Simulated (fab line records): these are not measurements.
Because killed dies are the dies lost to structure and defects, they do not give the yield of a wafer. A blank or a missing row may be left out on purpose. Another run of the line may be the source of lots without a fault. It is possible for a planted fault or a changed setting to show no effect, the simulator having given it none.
Chamber matching + flow n5Finfet + rieDiel-03 running N5_BEOL_M7_ETCH_61: 4 sister chambers
The step etches SiARC in CF4, target depth 45.5 nm, time 75.8 s. 24 wafers are shown with their chamber, then 12 later ones without.

WAFERS, EACH WITH ITS CHAMBER
| wafer  | chamber | drypumpMotorCurrentA (A) | showerheadPlenumPTorr (Torr) | oesProductAu (a.u.) |
|--------|---------|--------------------------|------------------------------|---------------------|
| L075.2 | 1       | 5.3                      | 2.21                         | 0.61                |
| L075.4 | 0       | 5.6                      | 2.13                         | 0.64                |
| L075.5 | 2       | 5.4                      | 2.11                         | 0.78                |
| L076.1 | 3       | 6.2                      | 2.08                         | 0.69                |
| L076.4 | 2       | 5.4                      | 2.10                         | 0.80                |
| L076.6 | 3       | 6.2                      | 2.08                         | 0.70                |
| L077.1 | 2       | 5.4                      | 2.10                         | 0.78                |
| L077.3 | 1       | 5.2                      | 2.21                         | 0.61                |
| L077.4 | 0       | 5.6                      | 2.13                         | 0.64                |
| L079.1 | 1       | 5.2                      | 2.21                         | 0.60                |
| L079.5 | 0       | 5.6                      | 2.13                         | 0.63                |
| L079.6 | 3       | 6.2                      | 2.08                         | 0.68                |
| L084.3 | 0       | 5.6                      | 2.12                         | 0.63                |
| L084.5 | 1       | 5.3                      | 2.20                         | 0.59                |
| L084.6 | 2       | 5.4                      | 2.10                         | 0.75                |
| L087.3 | 2       | 5.4                      | 2.10                         | 0.74                |
| L087.4 | 1       | 5.3                      | 2.20                         | 0.59                |
| L087.6 | 0       | 5.6                      | 2.13                         | 0.62                |
| L085.2 | 0       | 5.6                      | 2.12                         | 0.63                |
| L085.3 | 3       | 6.2                      | 2.07                         | 0.67                |
| L085.6 | 1       | 5.3                      | 2.20                         | 0.59                |
| L088.1 | 2       | 5.4                      | 2.10                         | 0.75                |
| L088.2 | 0       | 5.6                      | 2.12                         | 0.61                |
| L088.4 | 3       | 6.2                      | 2.07                         | 0.67                |

SIGNATURES (averages over the wafers above)
| reading               | chamber 0 | chamber 1 | chamber 2 | chamber 3 | scatter within a chamber |
|-----------------------|-----------|-----------|-----------|-----------|--------------------------|
| drypumpMotorCurrentA  | 5.600     | 5.267     | 5.400     | 6.200     | 0.0258                   |
| showerheadPlenumPTorr | 2.1257    | 2.2050    | 2.1017    | 2.0760    | 0.00512                  |
| oesProductAu          | 0.6286    | 0.5983    | 0.7667    | 0.6820    | 0.0151                   |
Rule: a wafer's distance from a chamber is the root of the sum, over the readings, of the square of ((its reading less the chamber's mean) divided by the reading's scatter). The wafer belongs to the nearest chamber; if the next one is less than 2 further off, it can't be placed. The scatter: the root of (the sum of the squares of (reading less its chamber's mean) over the shown wafers, divided by (wafers less chambers)).

WAFERS WITHOUT THEIR CHAMBER
| wafer  | drypumpMotorCurrentA (A) | showerheadPlenumPTorr (Torr) | oesProductAu (a.u.) |
|--------|--------------------------|------------------------------|---------------------|
| L089.1 | 5.6                      | 2.12                         | 0.62                |
| L089.4 | 5.3                      | 2.20                         | 0.58                |
| L089.6 | 5.3                      | 2.20                         | 0.59                |
| L090.1 | 5.4                      | 2.09                         | 0.73                |
| L090.3 | 6.2                      | 2.07                         | 0.67                |
| L090.6 | 5.6                      | 2.12                         | 0.61                |
| L093.1 | 5.3                      | 2.20                         | 0.58                |
| L093.2 | 6.2                      | 2.07                         | 0.67                |
| L093.4 | 5.4                      | 2.09                         | 0.73                |
| L095.2 | 5.4                      | 2.09                         | 0.74                |
| L095.4 | 6.2                      | 2.07                         | 0.66                |
| L095.6 | 5.4                      | 2.09                         | 0.73                |

THE CHAMBER EACH PASSED THROUGH
| wafer  | from the rows above | in truth |
|--------|---------------------|----------|
| L089.1 | 0                   | 0        |
| L089.4 | 1                   | 1        |
| L089.6 | 1                   | 1        |
| L090.1 | 2                   | 2        |
| L090.3 | 3                   | 3        |
| L090.6 | 0                   | 0        |
| L093.1 | 1                   | 1        |
| L093.2 | 3                   | 3        |
| L093.4 | 2                   | 2        |
| L095.2 | 2                   | 2        |
| L095.4 | 3                   | 3        |
| L095.6 | 2                   | 2        |
12 of 12 placed correctly. Number that these rows cannot place: 0. Number placed wrongly: 0.
